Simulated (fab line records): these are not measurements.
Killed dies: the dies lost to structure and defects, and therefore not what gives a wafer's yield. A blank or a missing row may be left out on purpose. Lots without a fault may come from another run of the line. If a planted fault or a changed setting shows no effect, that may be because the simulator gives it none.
The tool behind it: which one? ; flow nandHarc ; 72 wafers from 24 lots sampled at 4 of the route's 1159 steps

== WHAT EACH GAUGE READ, for each wafer ==
NHARC_A_M0_INSPECT_11. Usual: rawDefectCount reads 32 (standard deviation 14).
lot;measured;on;rawDefectCount;flag
L076;day 17 18:08;defectInspect-02;31 38 28;
L077;day 17 18:43;defectInspect-01;12 17 17;
L078;day 17 20:27;defectInspect-01;32 28 30;
L074;day 17 21:20;defectInspect-02;34 43 42;
L079;day 18 13:20;defectInspect-01;22 18 25;
L075;day 18 16:35;defectInspect-02;30 30 15;
L080;day 18 18:56;defectInspect-02;35 22 31;
L081;day 19 17:51;defectInspect-02;29 30 24;
L083;day 19 18:07;defectInspect-01;11 15 9;
L082;day 20 00:13;defectInspect-02;45 32 36;
L084;day 20 17:43;defectInspect-01;19 16 13;
L085;day 20 20:20;defectInspect-01;30 33 32;
L087;day 20 21:28;defectInspect-01;33 29 35;
L086;day 21 07:43;defectInspect-02;22 30 42;
L091;day 21 09:00;defectInspect-02;25 24 28;
L090;day 21 15:25;defectInspect-02;48 48 45;
L088;day 21 15:50;defectInspect-01;59 43 61;
L089;day 21 20:17;defectInspect-01;30 38 29;
L092;day 22 00:25;defectInspect-01;55 58 67;
L093;day 22 02:10;defectInspect-02;26 34 20;
L094;day 22 08:10;defectInspect-02;41 36 47;
L095;day 23 02:22;defectInspect-02;41 48 46;
L096;day 23 06:02;defectInspect-01;71 33 42;
L097;day 23 06:38;defectInspect-02;13 15 18;

== EACH LOT AND THE TOOL THAT RAN IT (in order: tool; ch and the chambers of the sampled wafers; start) ==
lot;NHARC_A_CONTACT_STRIP_26;NHARC_A_CONTACT_CMP_20;NHARC_A_BLC_ETCH_16
L076;rieDiel-12 ch 0,1,2, day 17 13:07 or earlier;cmp-03 ch 0,1, day 17 13:07;rieDiel-04 ch 0,3, day 17 14:19
L077;rieDiel-02 ch 0,1,3, day 17 13:44 or earlier;cmp-02 ch 1,2,3, day 17 13:44;rieDiel-08 ch 0,1,2, day 17 14:55
L078;rieDiel-12 ch 0,1, day 17 15:23 or earlier;cmp-03 ch 0,1,3, day 17 15:23;rieDiel-04 ch 1,2,3, day 17 16:35
L074;rieDiel-12 ch 1,2,3, day 17 15:53 or earlier;cmp-02 ch 0,2,3, day 17 15:53;rieDiel-04 ch 0,1,3, day 17 17:04
L079;rieDiel-02 ch 1,2,3, day 18 02:21 or earlier;cmp-03 ch 1,2, day 18 02:21;rieDiel-08 ch 2,3, day 18 03:25
L075;rieDiel-12 ch 1,2,3, day 18 11:32 or earlier;cmp-01 ch 1,2,3, day 18 11:32;rieDiel-04 ch 2,3, day 18 12:41
L080;rieDiel-02 ch 0,1, day 18 13:50 or earlier;cmp-03 ch 1,2,3, day 18 13:50;rieDiel-04 ch 0,1, day 18 14:57
L081;rieDiel-12 ch 1,2,3, day 19 10:24 or earlier;cmp-01 ch 0,1,3, day 19 10:24;rieDiel-08 ch 1,2,3, day 19 11:37
L083;rieDiel-12 ch 0,1,2, day 19 11:11 or earlier;cmp-03 ch 0,1, day 19 11:11;rieDiel-04 ch 1,2,3, day 19 12:20
L082;rieDiel-12 ch 1,2, day 19 14:45 or earlier;cmp-01 ch 1,2,3, day 19 14:45;rieDiel-08 ch 0,2,3, day 19 15:49
L084;rieDiel-03 ch 1,2,3, day 20 11:35 or earlier;cmp-01 ch 0,2,3, day 20 11:35;rieDiel-08 ch 0,2,3, day 20 12:46
L085;rieDiel-12 ch 1,2,3, day 20 15:13 or earlier;cmp-01 ch 0,1,2, day 20 15:13;rieDiel-08 ch 0,1, day 20 16:20
L087;rieDiel-12 ch 0,1,2, day 20 15:54 or earlier;cmp-02 ch 1,2, day 20 15:54;rieDiel-08 ch 1,3, day 20 17:23
L086;rieDiel-03 ch 0,2,3, day 21 00:25 or earlier;cmp-03 ch 0,1,3, day 21 00:25;rieDiel-04 ch 0,2,3, day 21 01:35
L091;rieDiel-03 ch 1,2,3, day 21 01:10 or earlier;cmp-02 ch 0,2, day 21 01:10;rieDiel-11 ch 0,1,2, day 21 02:21
L090;rieDiel-12 ch 0,1,2, day 21 07:14 or earlier;cmp-02 ch 0,1,2, day 21 07:14;rieDiel-08 ch 0,2,3, day 21 08:24
L088;rieDiel-02 ch 0,2,3, day 21 08:42 or earlier;cmp-02 ch 0,1,2, day 21 08:42;rieDiel-08 ch 0,1,2, day 21 09:53
L089;rieDiel-02 ch 0,2,3, day 21 13:11 or earlier;cmp-01 ch 1,2,3, day 21 13:11;rieDiel-08 ch 1,2, day 21 14:11
L092;rieDiel-12 ch 0,1,3, day 21 15:48 or earlier;cmp-01 ch 0,2,3, day 21 15:48;rieDiel-04 ch 1,3, day 21 16:49
L093;rieDiel-02 ch 0,1, day 21 19:28 or earlier;cmp-03 ch 0,3, day 21 19:28;rieDiel-08 ch 0,1,3, day 21 20:32
L094;rieDiel-12 ch 0,1,2, day 22 03:02 or earlier;cmp-01 ch 0,2,3, day 22 03:02;rieDiel-08 ch 0,1,3, day 22 04:14
L095;rieDiel-12 ch 0,1, day 22 17:13 or earlier;cmp-03 ch 1,3, day 22 17:13;rieDiel-08 ch 1,2,3, day 22 18:23
L096;rieDiel-12 ch 0,2,3, day 22 18:29 or earlier;cmp-03 ch 1,2, day 22 18:29;rieDiel-08 ch 0,2, day 22 19:40
L097;rieDiel-12 ch 1,2, day 22 19:21 or earlier;cmp-03 ch 0,1, day 22 19:21;rieDiel-08 ch 0,2,3, day 22 20:28
- NHARC_A_CONTACT_STRIP_26: strips in O2.
- NHARC_A_CONTACT_CMP_20: polishes, t overpolish 30 s, target thk 300 nm.
- NHARC_A_BLC_ETCH_16: etches the open film in CF4, target depth 39 nm, time 65 s.

== WHAT THE TOOLS THEMSELVES READ (means of the sampled wafers that have a number; where no wafer has one, the mark that the record gives instead) ==
NHARC_A_CONTACT_STRIP_26. Usual: drypumpMotorCurrentA 5.8 A, standard deviation 0.41; oesProductAu 1.003 a.u., standard deviation 0.012; rfVppV 57.7 V, standard deviation 0.87; showerheadPlenumPTorr 3.52 Torr, standard deviation 0.19; throttleValvePct 17.036 %, standard deviation 0.009.
lot;tool;drypumpMotorCurrentA (A);oesProductAu (a.u.);rfVppV (V);showerheadPlenumPTorr (Torr);throttleValvePct (%);flag
L076;rieDiel-12;5.8;1.003;58.1;3.48;17.044;
L077;rieDiel-02;5.8;1.005;57.0;3.54;17.046;
L078;rieDiel-12;5.9;0.984;57.4;3.32;17.029;
L074;rieDiel-12;5.8;1.000;57.8;3.59;17.042;
L079;rieDiel-02;6.2;1.002;57.3;3.58;17.040;
L075;rieDiel-12;5.8;1.009;58.1;3.59;17.039;
L080;rieDiel-02;5.4;0.994;57.1;3.52;17.036;
L081;rieDiel-12;5.8;1.003;58.4;3.59;17.039;
L083;rieDiel-12;5.8;1.007;57.7;3.47;17.037;
L082;rieDiel-12;5.6;1.010;57.5;3.50;17.028;
L084;rieDiel-03;5.4;1.001;58.0;3.44;17.027;
L085;rieDiel-12;5.8;1.005;58.7;3.58;17.031;
L087;rieDiel-12;5.8;1.008;58.4;3.47;17.039;
L086;rieDiel-03;5.6;1.009;57.6;3.49;17.047;
L091;rieDiel-03;5.4;1.013;57.3;3.44;17.037;
L090;rieDiel-12;5.8;1.000;57.5;3.47;17.034;
L088;rieDiel-02;6.2;1.005;58.2;3.69;17.042;
L089;rieDiel-02;6.2;1.003;57.3;3.69;17.034;
L092;rieDiel-12;5.8;0.996;57.7;3.43;17.042;
L093;rieDiel-02;5.4;1.001;56.9;3.38;17.035;
L094;rieDiel-12;5.8;0.994;58.3;3.47;17.037;
L095;rieDiel-12;5.6;0.997;57.3;3.34;17.036;
L096;rieDiel-12;6.0;0.999;58.3;3.54;17.026;
L097;rieDiel-12;5.8;1.002;58.1;3.62;17.043;

NHARC_A_CONTACT_CMP_20. Usual: motorCurrentA 12.1 A, standard deviation 0.82; overpolishRunS 30.002 s, standard deviation 0.0085; timeToEndpointS 60 s, standard deviation 3.4.
lot;tool;motorCurrentA (A);overpolishRunS (s);timeToEndpointS (s);flag
L076;cmp-03;11.6;30.002;60;
L077;cmp-02;12.0;30.002;63;
L078;cmp-03;12.3;30.003;62;
L074;cmp-02;11.8;30.005;65;
L079;cmp-03;12.3;29.998;59;
L075;cmp-01;12.1;30.001;58;
L080;cmp-03;12.7;29.998;59;
L081;cmp-01;11.9;30.001;58;
L083;cmp-03;12.0;30.003;57;
L082;cmp-01;12.3;29.999;55;
L084;cmp-01;12.4;30.003;58;
L085;cmp-01;11.7;30.004;62;
L087;cmp-02;12.5;30.003;64;
L086;cmp-03;12.4;30.012;55;
L091;cmp-02;12.0;30.004;61;
L090;cmp-02;12.3;29.993;63;
L088;cmp-02;11.9;30.010;60;
L089;cmp-01;12.3;30.002;57;
L092;cmp-01;12.6;30.001;56;
L093;cmp-03;12.4;30.004;58;
L094;cmp-01;12.1;29.999;57;
L095;cmp-03;12.7;30.001;60;
L096;cmp-03;12.4;30.002;59;
L097;cmp-03;11.8;29.997;59;

NHARC_A_BLC_ETCH_16. Usual: drypumpMotorCurrentA 5.73 A, standard deviation 0.25; oesProductAu 0.994 a.u., standard deviation 0.012; rfVppV 150.9 V, standard deviation 1.2; showerheadPlenumPTorr 1.74 Torr, standard deviation 0.055; throttleValvePct 13.284 %, standard deviation 0.0094.
lot;tool;drypumpMotorCurrentA (A);oesProductAu (a.u.);rfVppV (V);showerheadPlenumPTorr (Torr);throttleValvePct (%);flag
L076;rieDiel-04;5.75;1.007;150.9;1.78;13.287;
L077;rieDiel-08;5.80;1.001;150.9;1.73;13.283;
L078;rieDiel-04;5.69;0.994;150.8;1.73;13.282;
L074;rieDiel-04;5.75;0.997;150.3;1.73;13.282;
L079;rieDiel-08;5.72;0.995;150.6;1.71;13.276;
L075;rieDiel-04;5.75;1.004;152.2;1.73;13.288;
L080;rieDiel-04;5.66;0.975;150.1;1.72;13.288;
L081;rieDiel-08;5.66;0.993;150.7;1.72;13.285;
L083;rieDiel-04;5.68;0.987;150.8;1.73;13.280;
L082;rieDiel-08;5.86;1.000;150.5;1.72;13.277;
L084;rieDiel-08;5.87;0.993;150.6;1.72;13.284;
L085;rieDiel-08;5.78;1.004;151.2;1.77;13.285;
L087;rieDiel-08;5.48;0.989;151.7;1.74;13.284;
L086;rieDiel-04;5.65;1.003;150.8;1.78;13.291;
L091;rieDiel-11;6.04;1.001;150.5;1.72;13.287;
L090;rieDiel-08;5.87;0.988;150.7;1.72;13.289;
L088;rieDiel-08;5.80;0.984;151.1;1.73;13.283;
L089;rieDiel-08;5.58;0.982;151.0;1.73;13.287;
L092;rieDiel-04;5.80;0.995;149.0;1.68;13.288;
L093;rieDiel-08;5.64;0.994;152.0;1.75;13.281;
L094;rieDiel-08;5.64;0.988;151.9;1.75;13.285;
L095;rieDiel-08;5.65;0.987;150.9;1.72;13.282;
L096;rieDiel-08;6.01;0.994;150.9;1.74;13.294;
L097;rieDiel-08;5.88;0.995;150.4;1.72;13.290;

== THE ANSWER, worked out from the rows above alone ==
Rule: a lot is off if the mean of its wafers that have a number lies more than 3 standard deviations from the usual mean. Also off: a lot with no number at a reading for which 4 or more lots have one. Where the step has rows for the other lots, those lots are counted as sound. After the gauges, taken in route order, come the tools' own readings; for these a lot's mean is taken, as printed above. At the first step where some lot is off, the reading lying furthest off is the one used; lots without a number count as furthest.
No lot is off on any of the readings shown, so nothing can be concluded from this.

== WHAT THE SIMULATOR HAD PUT IN ==
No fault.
